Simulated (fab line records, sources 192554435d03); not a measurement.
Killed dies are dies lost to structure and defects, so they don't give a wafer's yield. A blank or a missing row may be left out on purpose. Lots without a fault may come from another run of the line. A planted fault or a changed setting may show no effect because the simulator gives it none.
fab line records | flow n5_finfet
record lots=24 wafers=72 last_day=18
route steps=1938 shown HKMG_FIN@435 GATE_CUT@468
lots that met no fault: from a run of the same line without faults
start_h: hours from the record's first day to the start of the lot's first wafer shown | wait_h: hours since the lot's step before | " the same as in the row above | L1.1+2: a row that stands for several wafers | - no value, or no start given | * or withheld: withheld | < > ~ a bound
route shown NAME@n: a module of which the file shows steps, and the number in the route of the first | usual: mean/standard deviation of fault-free wafers | same: alike in all rows | chamber/n: place in a boat | sites: the reading at each site | _std_site: their standard deviation | _edge_site: outer sites' mean less inner sites' | radius_mm: how far each site lies from the wafer's centre | mask NAME#n: copy n | behind: the tool/chamber that last shaped the wafer | hold: why the lot was held/for how many hours/how that ended | device: the transistor (n, p or np) that didn't switch | end of line: the same wafers' tests at the end of the route | a step without rows: its recipe alone | killed: dies lost to structure and defects at the first sort, not the wafer's yield | map: a wafer's dies, x killed, . not, _ none there
set.NAME: the setting as run; set.NAME@STEP: as run at that earlier step | model.NAME: the simulator's own value behind a step, which no gauge read
steps of the route over a sample of lots; a table a step, a row a wafer
services: from which hour (start_h, from the record's first day; less than 0 if before it) a tool's chamber was out of use, for how many hours, and why
## steps
# step N5_HKMG_FIN_ETCH_32
# recipe chemistry=N2/H2 target=SOC target_depth_a=2400 temp_c=40 time_s=300 ion_energy_ev=200 mask_material=SiARC pressure_mtorr=30 source_w=840 bias_w=150 n2_flow_sccm=200 h2_flow_sccm=200
# usual chamber_pressure_mTorr=29.999/0.024 drypump_motor_current_A=5.7/0.46 oes_product_au=0.78/0.097 rf_vpp_V=523.6/3 showerhead_plenum_p_Torr=2.53/0.11 throttle_valve_pct=17.89/0.27
# columns lot.wafer tool chamber start_h wait_h chamber_pressure_mTorr drypump_motor_current_A oes_product_au rf_hours_counter_h rf_vpp_V showerhead_plenum_p_Torr throttle_valve_pct
L074.1 rie_diel-02 2 76.91 0.0 30.010 5.3 0.72 252 519.7 2.41 18.37
L074.2 " 0 " " 29.995 5.1 0.73 178 520.3 2.43 18.13
L074.3 " 3 " " 30.010 6.4 0.90 44 525.4 2.61 17.73
L075.1 rie_diel-03 2 80.50 0.0 30.023 5.6 0.77 99 524.7 2.54 17.57
L075.3 " 3 " " 30.018 6.0 0.89 32 525.7 2.58 17.54
L075.4 " 0 " " 30.009 5.4 0.69 204 520.6 2.43 18.07
L076.1 rie_diel-02 2 86.84 0.0 30.026 5.3 0.72 257 520.7 2.40 18.37
L076.4 " 2 " " 30.018 5.3 0.72 - 518.4 2.41 18.37
L076.6 " 3 " " 29.990 6.4 0.90 - 523.4 2.60 17.74
L077.2 rie_diel-02 0 93.36 0.0 29.991 5.1 0.72 186 521.3 2.43 18.14
L077.4 " 3 " " 30.006 6.4 0.89 - 525.8 2.60 17.76
L077.6 " 0 " " 29.992 5.1 0.72 - 521.3 2.43 18.12
L078.1 rie_diel-01 3 100.73 0.0 30.003 5.8 0.74 178 525.8 2.64 18.31
L078.3 " 1 " " 29.949 6.1 0.75 157 524.2 2.55 17.83
L078.4 " 0 " " 30.015 5.8 0.70 161 526.0 2.65 17.83
L079.2 rie_diel-01 3 104.34 0.0 29.962 5.8 0.73 179 525.7 2.64 18.32
L079.3 " 0 " " 29.961 5.8 0.70 163 526.2 2.65 17.82
L079.6 " 1 " " 29.967 6.1 0.75 - 523.0 2.55 17.84
L080.1 rie_diel-01 0 111.54 0.0 30.004 5.8 0.70 166 526.2 2.65 17.83
L080.3 " 2 " " 29.957 5.2 0.93 22 522.7 2.47 17.39
L080.6 " 0 " " 30.007 5.8 0.69 - 527.2 2.65 17.81
L081.4 rie_diel-02 3 116.82 0.1 29.985 6.4 0.87 - 524.1 2.60 17.77
L081.5 " 0 " " 30.031 5.1 0.70 - 519.6 2.43 18.13
L081.6 " 1 " " 30.001 6.0 0.68 - 520.1 2.41 18.01
L082.1 rie_diel-03 0 123.55 0.0 30.014 5.4 0.68 219 520.2 2.42 18.11
L082.5 " 2 " " 30.010 5.6 0.76 - 523.7 2.53 17.60
L082.6 " 3 " " 29.989 6.0 0.86 - 524.3 2.58 17.57
L083.2 rie_diel-01 2 129.95 0.0 29.988 5.1 0.92 28 521.7 2.47 17.41
L083.4 " 1 " " 30.013 6.1 0.73 167 522.6 2.55 17.85
L083.6 " 2 " " 29.985 5.1 0.91 - 522.1 2.47 17.41
L084.1 rie_diel-01 3 135.36 0.0 30.033 5.8 0.73 188 525.5 2.63 18.33
L084.3 " 2 " " 29.984 5.1 0.90 31 522.6 2.47 17.40
L084.4 " 0 " " 29.963 5.8 0.69 174 527.6 2.65 17.86
L085.1 rie_diel-02 2 141.88 0.0 30.043 5.3 0.96 9 528.9 2.72 17.93
L085.3 " 1 " " 30.006 5.9 0.67 242 519.0 2.41 18.02
L085.5 " 0 " " 30.025 5.1 0.71 - 522.1 2.42 18.16
L086.1 rie_diel-02 2 149.86 0.0 29.968 5.3 0.94 13 528.2 2.72 17.92
L086.3 " 0 " " 30.002 5.0 0.70 209 520.2 2.42 18.18
L086.5 " 2 " " 29.946 5.3 0.95 - 529.7 2.72 17.93
L087.2 rie_diel-02 1 153.75 0.0 30.024 5.9 0.68 247 518.7 2.40 18.05
L087.5 " 0 " " 30.009 5.1 0.71 - 521.5 2.42 18.18
L087.6 " 1 " " 30.012 5.9 0.68 - 519.9 2.40 18.05
L088.1 rie_diel-03 3 158.81 0.0 29.980 6.0 0.84 60 525.3 2.57 17.61
L088.3 " 2 " " 29.980 5.6 0.75 125 525.6 2.52 17.61
L088.5 " 3 " " 30.022 6.0 0.84 - 523.5 2.57 17.60
L089.1 rie_diel-02 2 165.26 0.0 29.984 5.3 0.93 18 527.6 2.72 17.95
L089.2 " 3 " " 30.000 6.4 0.87 75 524.2 2.59 17.79
L089.6 " 1 " " 30.053 5.8 0.67 - 519.6 2.40 18.05
L090.1 rie_diel-02 2 170.09 0.0 29.984 5.3 0.93 20 528.1 2.72 17.94
L090.5 " 2 " " 30.018 5.3 0.93 - 527.6 2.72 17.95
L090.6 " 1 " " 29.967 5.9 0.67 - 520.2 2.40 18.06
L091.1 rie_diel-02 3 179.60 0.0 29.983 6.4 0.84 80 525.5 2.59 17.81
L091.5 " 0 " " 29.965 5.1 0.70 - 520.4 2.42 18.20
L091.6 " 3 " " 30.014 6.4 0.85 - 524.7 2.59 17.80
L092.1 rie_diel-02 2 184.04 0.0 30.021 5.3 0.92 25 526.9 2.72 17.94
L092.3 " 0 " " 30.018 5.1 0.70 222 520.9 2.41 18.20
L092.4 " 3 " " 30.012 6.4 0.84 - 524.1 2.59 17.81
L093.2 rie_diel-03 3 191.29 0.0 30.009 6.0 0.81 74 524.4 2.57 17.61
L093.4 " 0 " " 29.994 5.4 0.65 - 521.1 2.41 18.16
L093.5 " 2 " " 30.008 5.6 0.73 - 524.5 2.52 17.65
L094.2 rie_diel-01 2 197.41 0.0 29.980 5.1 0.86 53 523.8 2.46 17.44
L094.4 " 0 " " 30.012 5.8 0.68 187 527.1 2.64 17.86
L094.6 " 0 " " 29.999 5.8 0.68 - 527.7 2.64 17.88
L095.3 rie_diel-02 2 207.40 0.0 29.979 5.3 0.89 34 528.7 2.71 17.96
L095.4 " 0 " " 30.006 5.1 0.69 231 518.1 2.41 18.21
L095.6 " 1 " " 30.015 5.9 0.95 - 528.9 2.72 17.59
L096.1 rie_diel-02 0 208.94 0.0 29.998 5.1 0.69 232 519.6 2.41 18.20
L096.5 " 3 " " 30.035 6.4 0.84 - 523.1 2.59 17.83
L096.6 " 0 " " 29.996 5.1 0.69 - 519.7 2.41 18.21
L097.4 rie_diel-03 2 215.38 0.1 29.961 5.6 0.72 - 522.1 2.51 17.66
L097.5 " 1 " " 30.033 6.2 0.94 - 522.3 2.48 17.30
L097.6 " 3 " " 30.008 6.0 0.82 - 524.8 2.56 17.65
# step N5_HKMG_FIN_STRIP_89
# recipe chemistry=N2/H2 material=SOC time_s=20 power_w=500 temp_c=40 pressure_mtorr=50 rf_frequency_hz=6e+07 bias_power_w=8 h2_frac=0.5 n2_flow_sccm=300 h2_flow_sccm=300
# usual chamber_pressure_mTorr=50.00/0.05 drypump_motor_current_A=5.7/0.43 oes_product_au=0.79/0.099 power_w=500.1/1.5 rf_vpp_V=54.1/0.8 showerhead_plenum_p_Torr=3.35/0.11 throttle_valve_pct=19.0/0.39
# columns lot.wafer tool chamber start_h wait_h chamber_pressure_mTorr drypump_motor_current_A oes_product_au power_w rf_hours_counter_h rf_vpp_V showerhead_plenum_p_Torr throttle_valve_pct
L074.1 rie_diel-03 2 78.20 0.0 49.98 5.6 0.76 498.5 99 54.5 3.35 18.4
L074.2 " 0 " " 50.06 5.4 0.69 499.4 204 54.1 3.21 19.2
L074.3 " 1 " " 50.02 6.2 0.71 499.8 218 55.1 3.31 19.1
L075.1 rie_diel-01 0 81.79 0.0 50.04 5.8 0.70 498.3 155 54.5 3.50 18.7
L075.3 " 2 " " 49.95 5.1 0.99 499.1 11 54.1 3.28 18.3
L075.4 " 1 " " 49.99 6.1 0.76 499.4 150 55.4 3.37 18.8
L076.1 rie_diel-02 0 88.12 0.0 50.00 5.1 0.71 501.2 184 54.5 3.22 19.5
L076.4 " 0 " " 49.95 5.0 0.72 498.8 - 53.5 3.22 19.4
L076.6 " 2 " " 50.01 5.3 0.72 496.6 - 53.0 3.18 19.7
L077.2 rie_diel-02 3 94.67 0.0 50.00 6.4 0.88 500.5 52 53.3 3.43 19.1
L077.4 " 1 " " 50.00 5.9 0.69 502.6 - 53.3 3.19 18.9
L077.6 " 0 " " 49.97 5.1 0.72 501.0 - 54.1 3.22 19.4
L078.1 rie_diel-03 3 102.01 0.0 50.09 6.0 0.87 501.1 40 54.6 3.41 18.9
L078.3 " 1 " " 50.08 6.2 0.71 499.0 226 54.3 3.30 19.1
L078.4 " 2 " " 50.04 5.6 0.76 498.5 107 53.7 3.35 18.4
L079.2 rie_diel-03 3 105.71 0.0 50.02 6.0 0.87 499.9 41 53.3 3.41 18.9
L079.3 " 1 " " 49.92 6.2 0.71 500.9 227 51.8 3.30 19.1
L079.6 " 3 " " 49.93 6.0 0.88 497.1 - 53.9 3.41 18.9
L080.1 rie_diel-01 0 112.83 0.0 50.09 5.8 0.69 502.3 166 54.7 3.50 18.7
L080.3 " 2 " " 50.04 5.1 0.95 501.1 22 52.0 3.27 18.3
L080.6 " 2 " " 49.94 5.1 0.96 498.9 - 53.9 3.27 18.3
L081.4 rie_diel-02 2 118.02 0.0 49.90 5.3 1.02 497.3 1 53.6 3.59 19.2
L081.5 " 2 " " 50.02 5.3 1.00 497.1 - 54.6 3.59 19.2
L081.6 " 3 " " 49.96 6.4 0.86 497.5 - 53.1 3.43 19.1
L082.1 rie_diel-03 2 124.84 0.0 50.01 5.6 0.76 498.7 114 53.9 3.34 18.4
L082.5 " 1 " " 50.00 6.2 0.71 497.7 - 53.6 3.30 19.1
L082.6 " 0 " " 50.06 5.4 0.66 502.6 - 54.3 3.20 19.2
L083.2 rie_diel-01 1 131.24 0.0 50.00 6.1 0.74 501.3 168 53.8 3.36 18.8
L083.4 " 0 " " 49.94 5.8 0.69 500.8 173 55.6 3.49 18.7
L083.6 " 1 " " 50.03 6.1 0.74 501.5 - 54.0 3.36 18.8
L084.1 rie_diel-02 0 136.65 0.0 49.94 5.1 0.70 500.9 204 53.0 3.21 19.5
L084.3 " 1 " " 49.95 5.9 0.68 499.2 239 54.4 3.18 18.9
L084.4 " 2 " " 50.00 5.3 0.97 501.6 7 56.2 3.59 19.2
L085.1 rie_diel-01 2 143.18 0.0 49.99 5.1 0.94 497.7 34 54.5 3.27 18.3
L085.3 " 0 " " 49.98 5.8 0.68 498.9 178 54.7 3.49 18.7
L085.5 " 3 " " 50.03 5.8 0.72 498.4 - 53.9 3.47 19.7
L086.1 rie_diel-01 2 151.15 0.0 50.04 5.1 0.93 499.9 38 53.3 3.26 18.3
L086.3 " 3 " " 49.94 5.8 0.72 497.9 195 53.9 3.47 19.7
L086.5 " 1 " " 50.04 6.1 0.73 501.7 - 54.0 3.36 18.8
L087.2 rie_diel-02 3 155.05 0.0 49.97 6.4 0.85 500.5 72 54.0 3.42 19.1
L087.5 " 2 " " 49.92 5.3 0.95 500.3 - 53.9 3.58 19.3
L087.6 " 3 " " 50.02 6.4 0.85 499.8 - 53.8 3.42 19.1
L088.1 rie_diel-03 1 160.09 0.0 49.94 6.2 0.69 500.6 245 54.7 3.29 19.1
L088.3 " 3 " " 49.88 6.0 0.83 500.0 61 54.5 3.40 18.9
L088.5 " 1 " " 50.06 6.2 0.69 498.3 - 54.1 3.29 19.1
L089.1 rie_diel-02 1 166.56 0.0 49.99 6.0 0.67 498.8 251 53.2 3.18 18.9
L089.2 " 0 " " 50.00 5.1 0.69 500.5 216 53.8 3.20 19.5
L089.6 " 3 " " 49.96 6.4 0.84 500.9 - 54.7 3.42 19.1
L090.1 rie_diel-03 0 171.47 0.0 50.04 5.4 0.66 499.2 236 53.1 3.20 19.3
L090.5 " 3 " " 49.97 6.0 0.83 501.2 - 53.1 3.39 18.9
L090.6 " 2 " " 50.02 5.6 0.73 499.6 - 54.3 3.33 18.4
L091.1 rie_diel-01 0 180.91 0.0 49.96 5.8 0.68 501.0 181 54.4 3.49 18.7
L091.5 " 1 " " 50.12 6.1 0.72 500.7 - 54.0 3.35 18.8
L091.6 " 2 " " 49.94 5.1 0.90 501.0 - 54.2 3.26 18.3
L092.1 rie_diel-02 3 185.32 0.0 50.02 6.4 0.83 496.7 83 53.8 3.42 19.1
L092.3 " 2 " " 50.05 5.3 0.92 499.9 26 55.5 3.58 19.3
L092.4 " 3 " " 49.88 6.4 0.83 498.7 - 56.2 3.42 19.2
L093.2 rie_diel-03 3 192.58 0.0 49.92 6.0 0.82 500.9 74 54.5 3.39 19.0
L093.4 " 0 " " 50.02 5.4 0.65 501.3 - 53.9 3.19 19.3
L093.5 " 2 " " 50.06 5.6 0.73 501.2 - 54.2 3.33 18.4
L094.2 rie_diel-02 2 198.70 0.0 50.01 5.3 0.90 499.5 31 54.3 3.58 19.3
L094.4 " 3 " " 49.99 6.4 0.83 502.6 88 54.5 3.41 19.1
L094.6 " 2 " " 49.94 5.3 0.91 501.1 - 53.9 3.58 19.3
L095.3 rie_diel-03 3 208.72 0.0 50.04 6.0 0.82 499.5 80 54.5 3.39 19.0
L095.4 " 3 " " 49.96 6.0 0.82 500.9 - 53.0 3.39 19.0
L095.6 " 1 " " 50.00 6.2 0.96 503.1 - 54.2 3.28 18.7
L096.1 rie_diel-03 3 210.43 0.0 49.96 6.0 0.82 501.8 81 54.4 3.39 19.0
L096.5 " 3 " " 50.01 6.0 0.83 501.1 - 56.5 3.39 19.0
L096.6 " 1 " " 49.97 6.2 0.96 501.2 - 53.6 3.28 18.7
L097.4 rie_diel-03 2 216.62 0.0 50.02 5.6 0.72 499.3 - 54.2 3.32 18.4
L097.5 " 3 " " 50.00 6.0 0.81 500.0 - 54.7 3.38 19.0
L097.6 " 1 " " 50.04 6.2 0.93 500.1 - 53.3 3.28 18.7
# step N5_HKMG_FIN_CMP_94
# recipe stop_on=SiNx post_cmp_clean=w_dilute_nh4oh t_overpolish_s=4.7 down_force_psi=4 platen_rpm=50.289 pad_velocity_m_s=1.0006 target_thk_nm=43.299
# usual motor_current_A=11.9/1.1
# columns lot.wafer tool chamber start_h wait_h motor_current_A
L074.3 cmp-02 1 80.97 0.4 14.1
L074.2 " 3 " " 12.4
L074.1 " 0 " " 12.6
L075.1 cmp-01 3 84.56 0.4 11.0
L075.3 " 0 " " 11.0
L075.4 " 2 " " 11.9
L076.4 cmp-04 1 90.90 0.4 10.4
L076.1 " 0 " " 10.8
L076.6 " 2 " " 13.4
L077.2 cmp-02 0 97.44 0.4 13.4
L077.4 " 3 " " 12.6
L077.6 " 1 " " 13.9
L078.4 cmp-04 3 104.80 0.4 12.8
L078.1 " 0 " " 10.7
L078.3 " 2 " " 13.1
L079.2 cmp-04 0 108.49 0.4 10.1
L079.3 " 2 " " 13.2
L079.6 " 1 " " 10.4
L080.3 cmp-01 3 115.67 0.3 11.2
L080.1 " 0 " " 11.6
L080.6 " 2 " " 12.2
L081.4 cmp-04 1 120.98 0.3 10.4
L081.5 " 3 " " 12.3
L081.6 " 0 " " 10.0
L082.1 cmp-01 1 127.76 0.3 11.0
L082.6 " 0 " " 11.5
L082.5 " 1 " " 11.2
L083.4 cmp-01 1 134.23 0.3 10.7
L083.2 " 2 " " 12.8
L083.6 " 1 " " 10.8
L084.1 cmp-02 2 139.44 0.4 12.7
L084.3 " 3 " " 12.1
L084.4 " 0 " " 11.8
L085.1 cmp-02 0 145.95 0.4 12.6
L085.3 " 1 " " 13.9
L085.5 " 1 " " 13.3
L086.3 cmp-04 3 154.60 0.3 12.5
L086.1 " 1 " " 10.4
L086.5 " 2 " " 13.0
L087.2 cmp-01 3 157.88 0.3 11.7
L087.5 " 1 " " 10.9
L087.6 " 2 " " 12.6
L088.3 cmp-01 0 162.87 0.4 11.8
L088.1 " 1 " " 10.9
L088.5 " 0 " " 12.1
L089.2 cmp-04 2 169.33 0.4 13.1
L089.1 " 0 " " 10.0
L089.6 " 2 " " 13.0
L090.1 cmp-01 3 174.58 0.4 12.0
L090.6 " 3 " " 10.5
L090.5 " 0 " " 12.0
L091.1 cmp-04 2 183.71 0.3 13.7
L091.6 " 1 " " 10.6
L091.5 " 2 " " 13.1
L092.3 cmp-02 0 188.22 0.4 12.5
L092.1 " 1 " " 14.1
L092.4 " 3 " " 11.8
L093.2 cmp-02 1 195.57 0.3 14.1
L093.4 " 3 " " 12.6
L093.5 " 1 " " 13.5
L094.2 cmp-01 3 201.65 0.3 11.0
L094.4 " 1 " " 11.1
L094.6 " 3 " " 10.9
L095.4 cmp-01 1 211.61 0.4 10.6
L095.3 " 2 " " 12.2
L095.6 " 1 " " 10.8
L096.1 cmp-04 0 213.39 0.3 10.1
L096.6 " 3 " " 12.6
L096.5 " 0 " " 10.6
L097.4 cmp-01 2 219.57 0.3 12.3
L097.6 " 1 " " 11.2
L097.5 " 2 " " 12.4
# step N5_HKMG_FIN_INSPECT_28
# recipe inspect_instrument=darkfield mode=post_cmp
# usual raw_defect_count=38/15
# columns lot.wafer tool chamber start_h wait_h raw_defect_count
L074.1 defect_inspect-02 - 81.20 0.0 27
L074.2 " - " " 36
L074.3 " - " " 36
L075.1 defect_inspect-02 - 84.79 0.0 20
L075.3 " - " " 40
L075.4 " - " " 23
L076.1 defect_inspect-01 - 91.13 0.0 18
L076.4 " - " " 49
L076.6 " - " " 69
L077.2 defect_inspect-01 - 97.68 0.0 43
L077.4 " - " " 27
L077.6 " - " " 40
L078.1 defect_inspect-01 - 105.04 0.0 45
L078.3 " - " " 49
L078.4 " - " " 22
L079.2 defect_inspect-02 - 108.72 0.0 83
L079.3 " - " " 59
L079.6 " - " " 42
L080.1 defect_inspect-02 - 115.85 0.0 29
L080.3 " - " " 15
L080.6 " - " " 30
L081.4 defect_inspect-01 - 121.15 0.0 9
L081.5 " - " " 14
L081.6 " - " " 25
L082.1 defect_inspect-02 - 127.96 0.0 32
L082.5 " - " " 59
L082.6 " - " " 51
L083.2 defect_inspect-02 - 134.43 0.0 29
L083.4 " - " " 27
L083.6 " - " " 42
L084.1 defect_inspect-02 - 139.67 0.0 23
L084.3 " - " " 16
L084.4 " - " " 34
L085.1 defect_inspect-01 - 146.18 0.0 31
L085.3 " - " " 40
L085.5 " - " " 14
L086.1 defect_inspect-01 - 154.80 0.0 69
L086.3 " - " " 54
L086.5 " - " " 68
L087.2 defect_inspect-02 - 158.05 0.0 33
L087.5 " - " " 46
L087.6 " - " " 29
L088.1 defect_inspect-02 - 163.10 0.0 67
L088.3 " - " " 48
L088.5 " - " " 51
L089.1 defect_inspect-01 - 169.56 0.0 45
L089.2 " - " " 63
L089.6 " - " " 33
L090.1 defect_inspect-02 - 174.81 0.0 35
L090.5 " - " " 16
L090.6 " - " " 52
L091.1 defect_inspect-02 - 183.92 0.0 18
L091.5 " - " " 38
L091.6 " - " " 36
L092.1 defect_inspect-02 - 188.45 0.0 17
L092.3 " - " " 27
L092.4 " - " " 20
L093.2 defect_inspect-02 - 195.77 0.0 24
L093.4 " - " " 39
L093.5 " - " " 38
L094.2 defect_inspect-01 - 201.86 0.0 29
L094.4 " - " " 42
L094.6 " - " " 41
L095.3 defect_inspect-01 - 211.85 0.0 36
L095.4 " - " " 43
L095.6 " - " " 44
L096.1 defect_inspect-01 - 213.59 0.0 12
L096.5 " - " " 23
L096.6 " - " " 52
L097.4 defect_inspect-02 - 219.77 0.0 16
L097.5 " - " " 21
L097.6 " - " " 19
# step N5_GATE_CUT_VAPOR_ETCH_60
# recipe chemistry=BCl3/Cl2 target=HfO2 mode=isotropic
# usual drypump_motor_current_A=5.79/0.29 oes_product_au=0.74/0.15
# columns lot.wafer tool chamber start_h wait_h drypump_motor_current_A oes_product_au
L074.1 rie_metal-02 0 81.47 0.0 5.18 0.58
L074.2 " 1 " " 6.30 0.60
L074.3 " 0 " " 5.18 0.58
L075.1 rie_metal-02 0 85.07 0.0 5.21 0.58
L075.3 " 1 " " 6.31 0.60
L075.4 " 0 " " 5.19 0.59
L076.1 rie_metal-03 1 91.40 0.0 5.74 0.60
L076.4 " 1 " " 5.74 0.60
L076.6 " 0 " " 5.57 0.66
L077.2 rie_metal-03 0 97.95 0.0 5.55 0.68
L077.4 " 0 " " 5.55 0.68
L077.6 " 1 " " 5.75 0.60
L078.1 rie_metal-03 1 105.31 0.0 5.74 0.59
L078.3 " 1 " " 5.76 0.60
L078.4 " 0 " " 5.57 0.67
L079.2 rie_metal-01 0 108.99 0.0 6.04 0.61
L079.3 " 1 " " 5.72 0.93
L079.6 " 0 " " 6.06 0.61
L080.1 rie_metal-03 1 116.12 0.0 5.71 0.60
L080.3 " 0 " " 5.58 0.68
L080.6 " 0 " " 5.58 0.68
L081.4 rie_metal-01 0 121.44 0.0 6.06 0.60
L081.5 " 0 " " 6.06 0.61
L081.6 " 1 " " 5.74 0.92
L082.1 rie_metal-03 0 128.24 0.0 5.57 0.67
L082.5 " 1 " " 5.73 0.60
L082.6 " 0 " " 5.57 0.66
L083.2 rie_metal-01 1 134.70 0.0 5.74 0.91
L083.4 " 0 " " 6.06 0.61
L083.6 " 1 " " 5.72 0.93
L084.1 rie_metal-03 0 140.10 0.1 5.57 0.66
L084.3 " 0 " " 5.57 0.67
L084.4 " 0 " " 5.57 0.67
L085.1 rie_metal-01 1 146.61 0.1 5.72 0.91
L085.3 " 1 " " 5.74 0.92
L085.5 " 1 " " 5.72 0.91
L086.1 rie_metal-02 1 155.31 0.1 6.29 0.98
L086.3 " 1 " " 6.29 0.98
L086.5 " 1 " " 6.28 0.98
L087.2 rie_metal-01 0 158.33 0.0 6.07 0.60
L087.5 " 1 " " 5.73 0.90
L087.6 " 0 " " 6.04 0.61
L088.1 rie_metal-01 1 163.37 0.0 5.75 0.90
L088.3 " 1 " " 5.75 0.90
L088.5 " 1 " " 5.75 0.91
L089.1 rie_metal-02 0 169.84 0.0 5.20 0.94
L089.2 " 1 " " 6.27 0.97
L089.6 " 1 " " 6.29 0.97
L090.1 rie_metal-01 1 175.09 0.0 5.75 0.90
L090.5 " 0 " " 6.08 0.60
L090.6 " 1 " " 5.75 0.89
L091.1 rie_metal-03 0 184.43 0.1 5.56 0.66
L091.5 " 0 " " 5.56 0.66
L091.6 " 0 " " 5.57 0.66
L092.1 rie_metal-01 1 188.73 0.0 5.73 0.89
L092.3 " 1 " " 5.74 0.89
L092.4 " 0 " " 6.03 0.60
L093.2 rie_metal-03 0 196.29 0.1 5.56 0.66
L093.4 " 0 " " 5.58 0.65
L093.5 " 0 " " 5.57 0.66
L094.2 rie_metal-01 1 202.13 0.0 5.75 0.88
L094.4 " 0 " " 6.05 0.60
L094.6 " 0 " " 6.03 0.59
L095.3 rie_metal-03 0 212.13 0.0 5.57 0.66
L095.4 " 1 " " 5.78 1.01
L095.6 " 1 " " 5.77 1.01
L096.1 rie_metal-01 1 214.11 0.1 5.73 0.88
L096.5 " 1 " " 5.74 0.88
L096.6 " 1 " " 5.74 0.88
L097.4 rie_metal-02 1 220.31 0.1 6.29 0.91
L097.5 " 1 " " 6.26 0.90
L097.6 " 1 " " 6.27 0.92
# step N5_GATE_CUT_PECVD_57
# recipe material=SiNx target_thk_a=210 temp_c=400 precursor=SiH4/NH3/N2 pressure_torr=1.5 rf_w=300
# usual heater_power_w=755/140 showerhead_plenum_p_Torr=5.15/0.072 showerhead_vpp_V=1069/60 throttle_valve_pct=40.8/2.3
# columns lot.wafer tool chamber start_h wait_h heater_power_w showerhead_plenum_p_Torr showerhead_vpp_V throttle_valve_pct
L074.1 pecvd-02 2 84.13 1.1 658 5.27 1000 42.6
L074.2 " 1 " " 739 5.11 1031 42.2
L074.3 " 0 " " 589 5.13 1005 39.3
L075.1 pecvd-02 2 87.74 1.1 587 5.27 1019 42.7
L075.3 " 1 " " 782 5.13 1066 41.9
L075.4 " 2 " " 577 5.26 1026 42.5
L076.1 pecvd-01 1 93.96 1.1 653 5.21 1164 40.0
L076.4 " 0 " " 811 5.01 1100 41.2
L076.6 " 2 " " 873 5.21 1126 37.2
L077.2 pecvd-02 1 100.52 1.1 726 5.11 1032 42.4
L077.4 " 2 " " 701 5.26 1009 42.7
L077.6 " 1 " " 707 5.11 1028 42.0
L078.1 pecvd-04 0 110.72 1.1 1036 5.15 1019 44.8
L078.3 " 1 " " 920 5.03 1154 43.8
L078.4 " 2 " " 909 5.12 1060 36.4
L079.2 pecvd-04 1 111.57 1.1 919 5.05 1142 43.6
L079.3 " 2 " " 869 5.13 1087 36.5
L079.6 " 0 " " 904 5.16 1008 44.9
L080.1 pecvd-01 2 118.69 1.1 947 5.21 1104 37.1
L080.3 " 0 " " 790 5.02 1089 41.2
L080.6 " 0 " " 787 5.03 1090 41.1
L081.4 pecvd-04 0 124.02 1.1 996 5.15 1008 44.9
L081.5 " 2 " " 941 5.13 1072 36.6
L081.6 " 1 " " 810 5.03 1169 43.6
L082.1 pecvd-01 2 130.99 1.1 1012 5.21 1116 37.3
L082.5 " 2 " " 988 5.21 1100 37.4
L082.6 " 0 " " 804 5.02 1105 41.6
L083.2 pecvd-01 0 137.35 1.1 678 5.04 1119 41.2
L083.4 " 1 " " 557 5.21 1177 39.6
L083.6 " 2 " " 910 5.22 1118 37.1
L084.1 pecvd-01 1 142.70 1.1 559 5.20 1182 39.7
L084.3 " 2 " " 1041 5.21 1103 37.1
L084.4 " 1 " " 582 5.21 1162 39.9
L085.1 pecvd-02 0 149.38 1.1 642 5.14 996 39.6
L085.3 " 1 " " 767 5.13 1053 42.3
L085.5 " 1 " " 784 5.14 1047 42.0
L086.1 pecvd-01 0 158.09 1.1 761 5.03 1104 41.6
L086.3 " 2 " " 876 5.20 1111 37.3
L086.5 " 1 " " 666 5.21 1174 40.0
L087.2 pecvd-02 1 160.89 1.1 768 5.12 1046 42.3
L087.5 " 0 " " 547 5.15 987 39.6
L087.6 " 2 " " 623 5.26 1015 42.4
L088.1 pecvd-02 2 166.15 1.1 694 5.27 1029 42.4
L088.3 " 0 " " 628 5.13 1021 39.8
L088.5 " 2 " " 694 5.26 1022 42.4
L089.1 pecvd-02 1 172.41 1.1 673 5.13 1050 42.3
L089.2 " 2 " " 589 5.26 1021 42.4
L089.6 " 2 " " 581 5.28 1016 42.6
L090.1 pecvd-02 0 177.66 1.1 646 5.14 997 39.8
L090.5 " 2 " " 663 5.25 1015 42.6
L090.6 " 0 " " 651 5.13 1000 39.9
L091.1 pecvd-04 2 187.96 1.1 957 5.14 1084 37.2
L091.5 " 0 " " 992 5.14 1032 44.4
L091.6 " 2 " " 787 5.13 1058 37.2
L092.1 pecvd-02 1 191.29 1.1 681 5.13 1039 42.3
L092.3 " 2 " " 704 5.26 1044 42.7
L092.4 " 1 " " 658 5.14 1061 42.4
L093.2 pecvd-02 0 198.88 1.1 644 5.13 994 40.3
L093.4 " 0 " " 641 5.13 982 40.2
L093.5 " 1 " " 805 5.13 1061 42.0
L094.2 pecvd-04 1 204.83 1.1 806 5.05 1158 43.8
L094.4 " 2 " " 850 5.14 1073 37.0
L094.6 " 1 " " 821 5.04 1155 43.6
L095.3 pecvd-02 1 214.71 1.1 697 5.14 1034 42.1
L095.4 " 0 " " 566 5.13 1016 40.2
L095.6 " 0 " " 582 5.14 983 40.0
L096.1 pecvd-01 2 216.86 1.1 921 5.21 1116 37.4
L096.5 " 1 " " 584 5.20 1181 39.8
L096.6 " 0 " " 742 5.03 1112 41.4
L097.4 pecvd-01 1 223.10 1.1 623 5.21 1159 39.7
L097.5 " 2 " " 1010 5.22 1114 37.8
L097.6 " 0 " " 775 5.02 1094 41.3
## services
# columns tool chamber start_h hours kind
cmp-04 - 59.32 4.4 pm
cmp-02 - 74.74 2.3 repair
rie_metal-02 1 77.23 3.7 repair
cmp-01 - 92.86 4.5 repair
cmp-04 - 94.09 4.1 repair
rie_diel-01 3 110.08 4.3 repair
pecvd-01 - 112.20 0.3 repair
cmp-02 - 113.66 4.0 pm
rie_metal-03 - 123.19 0.5 repair
pecvd-02 2 125.40 18.7 repair
rie_diel-03 2 128.56 3.6 repair
rie_metal-01 0 128.57 5.6 repair
cmp-02 - 134.88 1.3 repair
cmp-01 - 138.32 6.1 repair
rie_diel-02 3 139.10 12.7 repair
pecvd-04 - 140.52 6.7 repair
rie_metal-01 - 142.72 0.2 repair
cmp-04 - 143.20 1.9 repair
rie_diel-01 0 143.26 26.3 repair
cmp-04 - 154.83 6.4 pm
pecvd-04 - 164.23 14.6 pm
cmp-04 - 213.83 0.9 repair
cmp-01 - 213.90 4.0 pm
pecvd-01 - 218.10 1.0 repair
## key
fault none
